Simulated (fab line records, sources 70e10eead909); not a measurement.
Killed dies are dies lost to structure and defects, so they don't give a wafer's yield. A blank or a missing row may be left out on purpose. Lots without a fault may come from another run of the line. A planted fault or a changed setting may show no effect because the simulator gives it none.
Chamber matching | flow nand_harc | NHARC_A_M1_CMP_23 on cmp-01: 4 sister chambers
The step polishes, t overpolish 20 s, target thk 154.34 nm. 4 wafers are shown with their chamber, then 8 later ones without.

WAFERS WITH THEIR CHAMBER
wafer  | chamber | motor_current_A (A)
L849.3 | 3       | 12.9
L856.6 | 2       | 12.5
L860.5 | 0       | 12.1
L861.1 | 1       | 10.1

WAFERS WITHOUT THEIR CHAMBER
wafer  | motor_current_A (A)
L861.2 | 12.7
L861.4 | 12.3
L868.2 | 12.9
L868.3 | 12.7
L868.4 | 10.1
L867.2 | 10.5
L867.3 | 12.2
L867.6 | 9.7

WHICH CHAMBER EACH WENT THROUGH
wafer  | from the rows above          | in truth
L861.2 | can't be placed: 2 or 3 or 0 | 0
L861.4 | can't be placed: 2 or 0 or 3 | 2
L868.2 | can't be placed: 3 or 2      | 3
L868.3 | can't be placed: 2 or 3 or 0 | 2
L868.4 | 1                            | 1
L867.2 | 1                            | 1
L867.3 | can't be placed: 0 or 2      | 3
L867.6 | 1                            | 1
Placed correctly: 3 of 8. Can't be placed from these rows: 5 (the true chamber is among the candidates in 4). Placed wrongly: 0.
How it was worked out, from the rows above alone: a wafer's distance from a chamber is the root of the sum, over the readings, of the square of ((its reading less the chamber's mean) divided by the reading's scatter). The wafer belongs to the nearest chamber; if the next one is less than 2 further off, it can't be placed. A chamber's mean is the mean of its shown wafers. The scatter: with one shown wafer a chamber, the root of the mean of the squares of how far each hidden wafer lies from its nearest shown one.
